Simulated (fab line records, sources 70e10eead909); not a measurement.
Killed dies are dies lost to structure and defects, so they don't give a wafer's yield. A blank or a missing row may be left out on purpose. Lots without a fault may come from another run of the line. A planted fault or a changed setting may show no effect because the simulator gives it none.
Comparing a struck lot with a sound one	flow nandHarc	21 steps out of a route of 1159
Sound: wafers L326.1, L326.2, L326.3. The struck wafers were L340.3, L340.5, L340.6. The cause comes at the end.
Each step with rows lists, per side, the tool, then ch with its chambers, then its first start. Under that, the readings that differ: sound wafers	struck wafers	difference of the means	sigmas: that difference in standard deviations of wafers without a fault.
alike: a reading whose means differ by less than 2 such deviations, as well as words and numbers matching on both sides. not compared: withheld readings; readings where some wafer has no value; bounds like >300 that might hide an equal value; numbers whose values overlap and for which the record gives no deviation.
A row with sigmas, a row that says differs or no value, or rows on one side alone: a step with any of these is where the two part. Non-overlapping numbers with no deviation appear without sigmas and do not part them. A reading that every wafer of one side lacks parts them only if that side has two wafers or more.

NHARC_A_BLC_CVD_24: deposits W, target thk 150 nm, time 434 s.
  sound on cvdW-01 ch 0,1; struck on cvdW-01 ch 0,1
  alike: heaterPowerW, throttleValvePct
NHARC_A_BLC_CMP_25: polishes, t overpolish 30 s, target thk 150 nm.
  sound on cmp-02 ch 0,2,3, day 18 00:36; struck on cmp-02 ch 1,2,3, day 21 21:24
  alike: motorCurrentA, overpolishRunS, timeToEndpointS
next, for these wafers, 1 step has no rows: NHARC_A_BLC_SRD_27.
NHARC_A_BLC_INSPECT_28:
  sound on defectInspect-01 at day 18 01:00; struck on defectInspect-02 at day 21 21:44
  alike: rawDefectCount
then, 7 steps without rows for these wafers: NHARC_A_M0_DEP_00 (deposits SiOC, target thk 150 nm); NHARC_A_M0_DEHYDRATE_01 (time 120 s); NHARC_A_M0_HMDS_02 (time 30 s); NHARC_A_M0_COAT_33 (time 65 s); NHARC_A_M0_COAT_03 (resist thk 90 nm); NHARC_A_M0_SOFTBAKE_04 (time 55 s); NHARC_A_M0_EBR_05.
NHARC_A_M0_EXPOSE_06: exposes mask A M0, target cd 80 nm.
  sound on arfiScanner-03 ch 0, day 18 02:11; struck on arfiScanner-03 ch 0, day 21 22:30
reading	sound	struck	difference	sigmas
exposureDoseMJCm2	83.21 83.26 83.24	102.25 102.20 102.17	+18.97	+99 or more
  alike: mask
then, 2 steps without rows for these wafers: NHARC_A_M0_PEB_07 (peb time 65 s); NHARC_A_M0_DEVELOP_08 (develop time 35 s).
NHARC_A_M0_CD_MEAS_09: target cd 80 nm.
  sound on cdSem-02 ch 0, day 18 02:20; struck on cdSem-02 ch 0
reading	sound	struck	difference	sigmas
cdNm (nm)	80.1 79.8 79.6	94.1 94.0 93.8	+14.1	+23
  not compared: hold
NHARC_A_M0_OVL_MEAS_10: pitch 160 nm.
  sound on overlay-02 at day 18 02:25; struck on overlay-02 at day 22 03:02
reading	sound	struck	difference	sigmas
hold	- - -	awaitDispo/4.1h/release awaitDispo/4.1h/release awaitDispo/4.1h/release	no value on the sound wafers	
overlayYNm (nm)	0.5 -0.1 0.3	-0.8 -1.6 -1.5	-1.5	-2
  alike: overlayXNm
NHARC_A_M0_INSPECT_11:
  sound on defectInspect-02 at day 18 02:27; struck on defectInspect-02 at day 22 03:04
  alike: rawDefectCount
NHARC_A_M0_DESCUM_14: chemistry O2, time 3 s.
  sound on rieDiel-09 ch 1,2,3, day 18 02:31; struck on rieDiel-09 ch 0,1, day 22 03:08
reading	sound	struck	difference	sigmas
model.A_M0.cdNm (nm)	80.49 80.12 79.85	94.05 93.82 94.04	+13.82	
  alike: drypumpMotorCurrentA, oesProductAu, rfVppV, showerheadPlenumPTorr, throttleValvePct
  not compared: rfHoursCounterH
NHARC_A_M0_ETCH_34: etches the open film in N2/H2, target depth 40 nm, overetch 12 nm, time 43.94 s.
  sound on rieDiel-09 ch 0,1,2, day 18 02:36; struck on rieDiel-09 ch 0,1,3, day 22 03:13
  alike: drypumpMotorCurrentA, oesProductAu, rfVppV, showerheadPlenumPTorr, throttleValvePct
  not compared: rfHoursCounterH
NHARC_A_M0_ETCH_15: etches the open film in C4F8/Ar, target depth 150 nm, overetch 15 nm, time 82.5 s.
  sound on rieDiel-09 ch 1,2,3; struck on rieDiel-09 ch 1,2
reading	sound	struck	difference	sigmas
oesProductAu (a.u.)	0.919 0.917 0.917	0.971 0.979 0.963	+0.053	+3
model.A_M0.cdNm (nm)	80.53 79.89 79.77	94.02 94.11 94.22	+14.05	
  alike: rfVppV
  not compared: rfHoursCounterH
NHARC_A_M0_CD_MEAS_16:
  sound on cdSem-02 at day 18 02:49; struck on cdSem-03 at day 22 03:37
reading	sound	struck	difference	sigmas
cdNm (nm)	80.8 79.6 79.7	93.9 94.1 94.0	+14.0	+23
  not compared: hold

== WHERE THEY PART ==
Earliest at NHARC_A_M0_EXPOSE_06; latest, in this record, at NHARC_A_M0_CD_MEAS_16.

WHY: what had been put in by the simulator
Drift in process parameters on arfiScanner-03 at NHARC_A_M0_EXPOSE_06, starting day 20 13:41. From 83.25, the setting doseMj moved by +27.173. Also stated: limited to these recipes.
